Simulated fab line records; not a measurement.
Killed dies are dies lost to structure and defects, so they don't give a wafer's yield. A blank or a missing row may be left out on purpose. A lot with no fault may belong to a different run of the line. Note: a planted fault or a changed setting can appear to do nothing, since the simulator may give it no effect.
Matching of chambers    flow n5 finfet    rie diel-02 running N5_BEOL_M15_DESCUM_33: 4 sister chambers
The step chemistry O2, time 7.9 s. 18 wafers are shown with their chamber, then 9 later ones without.

## WAFERS PAIRED WITH THEIR CHAMBERS
wafer   chamber  showerhead plenum p Torr (Torr)  throttle valve pct (%)  rf vpp V (V)
L074.1  3        2.17                             20.59                   245.9
L074.3  1        2.13                             20.17                   243.2
L074.4  2        2.24                             20.04                   244.4
L075.1  3        2.17                             20.62                   243.1
L075.4  2        2.23                             20.04                   247.1
L075.6  3        2.17                             20.63                   244.6
L076.4  1        2.13                             20.17                   244.0
L076.5  3        2.17                             20.63                   243.3
L076.6  2        2.23                             20.08                   244.9
L084.1  3        2.17                             20.13                   244.4
L084.2  2        2.23                             20.10                   246.3
L084.5  2        2.23                             20.10                   245.8
L083.3  3        2.17                             20.12                   244.3
L083.5  2        2.23                             20.08                   246.1
L083.6  1        2.12                             20.21                   244.0
L088.2  1        2.12                             20.22                   244.5
L088.4  2        2.22                             20.11                   245.1
L088.6  0        2.10                             20.03                   243.8

SIGNATURES (means of the wafers above)
reading                   chamber 0  chamber 1  chamber 2  chamber 3  scatter within a chamber
showerhead plenum p Torr  2.1000     2.1250     2.2300     2.1700     0.00463
throttle valve pct        20.0300    20.1925    20.0786    20.4533    0.154
rf vpp V                  243.800    243.925    245.671    244.267    0.892
Rule: for a wafer and a chamber, the distance is found by dividing, reading by reading, the gap between the wafer's reading and the chamber's mean by the reading's scatter, squaring, summing and taking the root. The wafer belongs to the nearest chamber; if the next one is less than 2 further off, it can't be placed. How the scatter is found: for the shown wafers, subtract from each reading the mean of its chamber, square and add these, divide the total by (wafers less chambers), then take the root.

## WAFERS WITH NO CHAMBER GIVEN
wafer   showerhead plenum p Torr (Torr)  throttle valve pct (%)  rf vpp V (V)
L092.2  2.10                             20.04                   243.8
L092.3  2.16                             20.16                   244.2
L092.5  2.12                             20.21                   243.7
L093.2  2.16                             20.16                   243.4
L093.5  2.10                             20.03                   244.0
L093.6  2.12                             20.23                   244.1
L097.1  2.22                             20.13                   245.6
L097.3  2.09                             20.05                   245.4
L097.4  2.16                             20.16                   243.2

## EACH ONE'S CHAMBER
wafer   from the rows above  in truth
L092.2  0                    0
L092.3  3                    3
L092.5  1                    1
L093.2  3                    3
L093.5  0                    0
L093.6  1                    1
L097.1  2                    2
L097.3  0                    0
L097.4  3                    3
9 of 9 placed correctly. Left unplaced by these rows: 0. Wrongly placed: 0.
